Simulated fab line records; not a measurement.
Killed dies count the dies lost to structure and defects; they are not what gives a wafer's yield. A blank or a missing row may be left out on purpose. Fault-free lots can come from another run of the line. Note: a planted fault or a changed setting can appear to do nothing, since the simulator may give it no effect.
fab line records | flow n5Finfet
record lots=9 wafers=27 lastDay=17
route steps=1938 shown DUMMY_GATE@219 SD_EPI_N@263 BEOL_M4@1111
lots untouched by any fault: they come from a run of this same line in which no faults occurred
startH: hours from the record's first day to the start of the lot's first wafer shown | waitH: how many hours have passed since the lot's step before this one | " unchanged from the row above | L1.1+2: several wafers, shown together as one row | - no value, or no start given | * or withheld: withheld | < > ~ a bound
route shown NAME@n: NAME is a module with steps in the file, n the number in the route of the first one | usual: mean and standard deviation over wafers with no fault | same: alike in all rows | chamber/n: place in a boat | sites: per-site readings | _std_site: standard deviation across them | _edge_site: outer sites' mean less inner sites' | radiusMm: how far each site lies from the wafer's centre | mask NAME#n: copy n | behind: tool/chamber where the wafer was last shaped | hold: what put the lot on hold/how long, in hours/how the hold closed | device: the n, p or np transistor that did not switch | end of line: the tests these same wafers got at the end of their route | a step given without rows: its recipe and nothing more | killed: count of dies lost to structure and defects at first sort (not the wafer's yield) | map: per-die view of a wafer (x killed, . not killed, _ where there is no die)
set.NAME: setting as actually run; set.NAME@STEP: the setting as run at that earlier step | model.NAME: the simulator's own value behind a step, which no gauge read
one table for each step of the route and one row for each wafer, over a sample of lots
services: from which hour (startH, from the record's first day; less than 0 if before it) a tool's chamber was out of use, for how many hours, and why
## steps
# step N5_DUMMY_GATE_THK_MEAS_05
# usual thkNm=71.8/0.77
# columns lot.wafer tool chamber startH waitH thkNm
L818.3 filmMetro-01 - 41.23 0.1 71.8
L818.4 " - " " 70.9
L818.5 " - " " 71.5
L819.1 filmMetro-02 - 49.27 0.2 71.0
L819.2 " - " " 72.2
L819.5 " - " " 71.6
L821.1 filmMetro-02 - 63.03 0.1 71.2
L821.3 " - " " 73.5
L821.4 " - " " 72.0
L825.1 filmMetro-02 - 86.51 0.2 71.7
L825.3 " - " " 72.2
L825.6 " - " " 71.0
L827.1 filmMetro-02 - 94.68 0.1 72.3
L827.3 " - " " 72.7
L827.4 " - " " 72.7
L828.1 filmMetro-01 - 103.14 0.2 71.8
L828.3 " - " " 72.3
L828.6 " - " " 71.8
L829.3 filmMetro-01 - 111.07 0.2 71.2
L829.4 " - " " 71.8
L829.5 " - " " 71.7
L838.1 filmMetro-02 - 162.90 0.2 69.8
L838.2 " - " " 71.9
L838.6 " - " " 72.3
L839.2 filmMetro-01 - 170.45 0.2 73.1
L839.3 " - " " 72.4
L839.5 " - " " 73.8
# step N5_DUMMY_GATE_DESCUM_20
# recipe chemistry=O2 timeS=6.2 sourcePowerW=50 biasPowerW=20 pressureMtorr=20 rfFrequencyHz=2.712e+07 tempC=40 resist=CAR-EUV o2FlowSccm=225
# usual drypumpMotorCurrentA=5.6/0.32 o2FlowSccm=225.0/0.71 oesProductAu=0.77/0.085 rfVppV=243.1/1.3 showerheadPlenumPTorr=2.09/0.072 throttleValvePct=20.36/0.25
# columns lot.wafer tool chamber startH waitH drypumpMotorCurrentA o2FlowSccm oesProductAu rfHoursCounterH rfVppV showerheadPlenumPTorr throttleValvePct
L818.3 rieDiel-04 0 45.78 0.0 4.9 224.7 0.75 163 243.7 2.18 20.38
L818.4 " 2 " " 5.5 225.0 0.79 127 245.6 2.19 20.38
L818.5 " 0 " " 4.9 225.8 0.75 - 243.8 2.18 20.39
L819.1 rieDiel-02 2 54.15 0.5 6.0 225.8 0.77 121 242.3 2.01 20.26
L819.2 " 0 " " 5.8 225.4 0.74 177 245.4 2.17 20.45
L819.5 " 2 " " 6.0 225.9 0.77 - 241.9 2.01 20.26
L821.1 rieDiel-01 1 67.46 0.0 5.7 224.6 0.74 179 243.0 2.08 20.81
L821.3 " 0 " " 5.9 225.0 0.89 29 244.8 2.14 20.01
L821.4 " 3 " " 5.3 225.1 0.70 210 242.5 2.08 20.45
L825.1 rieDiel-01 3 91.06 0.0 5.3 225.2 0.70 217 242.9 2.07 20.46
L825.3 " 0 " " 5.8 225.6 0.88 36 244.3 2.14 20.01
L825.6 " 0 " " 5.8 224.8 0.88 - 243.5 2.14 20.01
L827.1 rieDiel-02 0 99.51 0.3 5.8 225.8 0.73 186 243.8 2.16 20.46
L827.3 " 2 " " 6.0 225.4 0.76 130 241.1 2.01 20.29
L827.4 " 2 " " 6.0 224.7 0.77 - 240.7 2.01 20.27
L828.1 rieDiel-04 2 107.69 0.0 5.5 224.8 0.79 147 245.6 2.18 20.40
L828.3 " 0 " " 4.9 224.9 0.75 179 244.5 2.17 20.43
L828.6 " 2 " " 5.5 226.0 0.79 - 242.6 2.18 20.38
L829.3 rieDiel-04 1 115.64 0.2 5.2 224.6 0.88 47 243.1 2.04 20.47
L829.4 " 0 " " 4.9 225.6 0.73 182 245.1 2.17 20.43
L829.5 " 1 " " 5.2 224.7 0.89 - 240.9 2.04 20.48
L838.1 rieDiel-01 2 167.49 0.2 5.4 225.0 0.87 39 242.1 2.04 19.90
L838.2 " 1 " " 5.7 224.1 0.72 209 241.6 2.07 20.84
L838.6 " 1 " " 5.8 224.6 0.72 - 243.4 2.07 20.83
L839.2 rieDiel-01 1 175.24 0.3 5.8 225.6 0.72 211 242.5 2.07 20.84
L839.3 " 0 " " 5.9 226.0 0.82 66 244.2 2.12 20.06
L839.5 " 3 " " 5.3 223.6 0.66 - 241.8 2.06 20.51
# step N5_SD_EPI_N_COAT_33
# recipe resist=SiARC tempC=220 timeS=60 spinRpm=1500 resistThkNm=35
# usual spinSpeedRpm=1499.9/1
# columns lot.wafer tool chamber startH waitH spinSpeedRpm
L818.3 lithoTrack-03 0 48.76 - 1500.1
L818.4 " 0 " " 1498.0
L818.5 " 0 " " 1498.6
L819.1 lithoTrack-03 0 56.64 - 1499.7
L819.2 " 0 " " 1498.8
L819.5 " 0 " " 1497.4
L821.1 lithoTrack-01 0 69.25 - 1499.5
L821.3 " 0 " " 1501.0
L821.4 " 0 " " 1500.6
L825.1 lithoTrack-03 0 93.77 - 1499.5
L825.3 " 0 " " 1500.4
L825.6 " 0 " " 1502.3
L827.1 lithoTrack-03 0 101.85 - 1453.9
L827.3 " 0 " " 1452.5
L827.4 " 0 " " 1453.3
L828.1 lithoTrack-04 0 109.59 - 1498.9
L828.3 " 0 " " 1499.5
L828.6 " 0 " " 1499.2
L829.3 lithoTrack-03 0 117.43 - 1451.7
L829.4 " 0 " " 1452.8
L829.5 " 0 " " 1450.8
L838.1 lithoTrack-01 0 169.45 - 1499.7
L838.2 " 0 " " 1499.4
L838.6 " 0 " " 1498.0
L839.2 lithoTrack-04 0 177.49 - 1500.3
L839.3 " 0 " " 1499.8
L839.5 " 0 " " 1499.6
# step N5_SD_EPI_N_ETCH_45
# recipe chemistry=CH3F/O2 target=SiOCN targetDepthA=60 maskMaterial=SOC ionEnergyEv=60 biasW=29 pressureMtorr=15 sourceW=410 Ar_flow_sccm=150 CH3F_flow_sccm=30 O2_flow_sccm=20
# usual drypumpMotorCurrentA=5.8/0.39 oesProductAu=0.78/0.097 rfVppV=127.2/1.1 showerheadPlenumPTorr=1.97/0.085 throttleValvePct=23.32/0.27
# columns lot.wafer tool chamber startH waitH drypumpMotorCurrentA oesProductAu rfHoursCounterH rfVppV showerheadPlenumPTorr throttleValvePct
L818.3 rieDiel-03 0 49.64 0.1 5.6 0.75 168 128.0 1.99 23.14
L818.4 " 1 " " 5.9 0.70 213 129.2 2.06 23.78
L818.5 " 2 " " 6.2 0.79 - 128.3 1.85 23.51
L819.1 rieDiel-03 2 58.00 0.1 6.1 0.78 119 124.9 1.85 23.53
L819.2 " 0 " " 5.5 0.74 172 128.9 1.98 23.15
L819.5 " 0 " " 5.5 0.74 - 129.1 1.98 23.15
L821.1 rieDiel-05 3 70.21 0.1 5.8 0.70 233 126.8 1.89 23.30
L821.3 " 0 " " 5.3 0.74 199 125.8 1.90 23.85
L821.4 " 2 " " 5.4 0.69 239 126.5 1.88 23.35
L825.1 rieDiel-05 0 94.74 0.1 5.3 0.73 205 124.2 1.90 23.85
L825.3 " 2 " " 5.4 0.69 244 127.2 1.88 23.35
L825.6 " 1 " " 5.9 0.71 - 127.2 1.90 23.00
L827.1 rieDiel-06 0 102.82 0.1 5.8 0.86 68 126.2 1.93 23.09
L827.3 " 2 " " 6.3 0.71 220 127.5 1.97 23.38
L827.4 " 0 " " 5.8 0.85 - 126.8 1.93 23.07
L828.1 rieDiel-05 1 110.43 0.1 5.9 0.70 190 126.0 1.90 22.99
L828.3 " 2 " " 5.4 0.69 250 127.4 1.88 23.36
L828.6 " 2 " " 5.4 0.69 - 126.0 1.88 23.37
L829.3 rieDiel-06 1 118.56 0.1 5.4 0.99 2 129.4 2.12 23.04
L829.4 " 0 " " 5.8 0.85 - 126.0 1.93 23.08
L829.5 " 2 " " 6.3 0.70 - 126.4 1.97 23.38
L838.1 rieDiel-06 0 171.28 0.1 5.8 0.82 103 125.0 1.92 23.13
L838.2 " 3 " " 6.4 0.93 12 125.7 1.96 23.12
L838.6 " 3 " " 6.4 0.94 - 127.5 1.96 23.10
L839.2 rieDiel-06 0 179.62 0.1 5.8 0.81 107 126.6 1.92 23.12
L839.3 " 3 " " 6.4 0.92 16 126.8 1.96 23.14
L839.5 " 2 " " 6.3 0.99 - 126.7 1.96 23.09
# step N5_BEOL_M4_RC_MEAS_101
# usual DIBL_N=35.9/1.3 DIBL_P=36.3/1.5 IOFF_N=0.153/0.023 IOFF_P=0.208/0.028 ION_N=672/9.7 ION_P=462/6.6 SS_N=71.5/0.53 SS_P=73.3/0.59 VT_N=250.4/2.7 VT_P=-250.5/3
# columns lot.wafer tool chamber startH waitH DIBL_N[mV/V] DIBL_P[mV/V] IOFF_N[nA/um] IOFF_P[nA/um] ION_N[uA/um] ION_P[uA/um] SS_N[mV/dec] SS_P[mV/dec] VT_N[mV] VT_P[mV]
L818.3 prober-02 0 168.84 0.3 35.3 35.2 0.137 0.175 660 453 71.3 73.1 250.9 -254.6
L818.4 " 0 " " 36.9 37.2 0.162 0.197 679 461 71.8 73.7 249.6 -255.0
L818.5 " 0 " " 34.4 33.8 0.120 0.152 660 450 70.7 72.3 254.1 -257.9
L819.1 prober-01 0 183.96 0.0 35.9 35.8 0.154 0.189 673 457 71.3 73.1 251.8 -254.4
L819.2 " 0 " " 37.1 37.6 0.182 0.213 677 457 71.6 73.7 251.6 -250.9
L819.5 " 0 " " 37.2 37.0 0.181 0.215 684 465 72.2 74.0 248.6 -250.2
L821.1 prober-01 0 200.32 0.0 37.3 37.6 0.186 0.275 672 470 72.6 73.6 245.2 -245.2
L821.3 " 0 " " 35.1 34.8 0.148 0.214 670 469 71.1 72.8 250.7 -248.0
L821.4 " 0 " " 38.7 39.2 0.218 0.307 690 478 73.0 73.3 246.7 -243.2
L825.1 prober-01 0 225.15 0.0 37.4 38.0 0.171 0.221 674 466 72.1 74.5 248.5 -248.4
L825.3 " 0 " " 37.9 38.7 0.185 0.240 677 466 70.7 74.4 249.1 -250.1
L825.6 " 0 " " 38.0 39.7 0.196 0.259 682 477 72.0 74.4 246.2 -249.4
L827.1 prober-02 0 227.20 0.0 35.7 35.8 0.135 0.180 675 460 71.3 73.6 253.1 -249.9
L827.3 " 0 " " 37.4 38.7 0.173 0.224 684 471 71.7 73.5 247.8 -248.1
L827.4 " 0 " " 37.4 38.2 0.169 0.213 686 464 71.9 73.1 247.4 -251.0
L828.1 prober-01 0 236.63 0.0 35.1 34.6 0.125 0.201 666 466 70.8 72.6 253.6 -245.9
L828.3 " 0 " " 35.7 35.3 0.141 0.216 670 462 71.6 73.7 248.8 -247.0
L828.6 " 0 " " 35.5 34.3 0.130 0.203 668 463 71.7 73.0 253.1 -245.9
L829.3 prober-01 0 243.81 0.3 35.8 35.2 0.141 0.200 670 462 71.3 73.0 252.4 -250.8
L829.4 " 0 " " 34.1 32.7 0.116 0.167 649 450 70.6 72.7 257.0 -254.7
L829.5 " 0 " " 34.7 34.5 0.120 0.191 654 464 70.8 73.3 253.8 -251.3
L838.1 prober-01 0 309.20 0.0 35.8 38.0 0.168 0.216 673 462 71.5 73.4 249.3 -252.6
L838.2 " 0 " " 32.8 34.6 0.121 0.176 669 460 71.3 72.8 251.3 -253.5
L838.6 " 0 " " 34.9 37.1 0.152 0.203 685 474 71.5 73.5 252.4 -249.4
L839.2 prober-02 0 313.32 0.2 37.1 38.5 0.190 0.239 690 472 71.4 74.4 247.0 -248.6
L839.3 " 0 " " 36.4 37.5 0.170 0.215 691 468 71.4 74.6 248.6 -250.0
L839.5 " 0 " " 36.6 37.4 0.165 0.209 679 462 71.7 73.0 249.0 -248.8
## services
# columns tool chamber startH hours kind
rieDiel-03 1 31.15 8.8 repair
rieDiel-02 - 35.76 2.0 repair
rieDiel-05 - 47.80 1.1 repair
rieDiel-04 0 49.89 8.4 repair
rieDiel-02 1 50.78 2.9 repair
rieDiel-03 3 54.33 32.3 repair
rieDiel-06 1 87.45 - clean
rieDiel-06 1 87.45 - consumableReplace:focusRing
rieDiel-06 1 87.45 - consumableReplace:showerhead
rieDiel-06 1 87.45 24.6 scheduledDown
rieDiel-06 1 87.45 24.6 ventCycle
rieDiel-01 1 93.05 9.4 repair
rieDiel-02 - 94.98 2.8 pm
rieDiel-02 3 98.87 7.9 repair
rieDiel-05 - 117.79 14.6 pm
rieDiel-04 - 128.58 28.1 pm
rieDiel-06 0 131.83 6.3 repair
rieDiel-06 3 142.93 - clean
rieDiel-06 3 142.93 - consumableReplace:focusRing
rieDiel-06 3 142.93 10.0 scheduledDown
rieDiel-06 3 142.93 10.0 ventCycle
rieDiel-05 - 143.02 12.1 repair
rieDiel-03 0 160.20 1.9 repair
rieDiel-05 2 178.77 4.2 repair
## key
firstSign step=N5_SD_EPI_N_COAT_33 reading=spinSpeedRpm direction=down sigmas=47 usual=* struck=*
effect none on later readings
metAt N5_SD_EPI_N_COAT_33
struckLots L827,L829
notActingAt N5_DUMMY_GATE_THK_MEAS_05,N5_DUMMY_GATE_DESCUM_20,N5_SD_EPI_N_ETCH_45
onsetBetween 93.77 101.85
fault kind=processParameterDrift tool=lithoTrack-03 chamber=- onsetH=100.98 steps=N5_SD_EPI_N_COAT_33 channel=spinRpm offset=* shape=step endH=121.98 actsIn=* stated=*
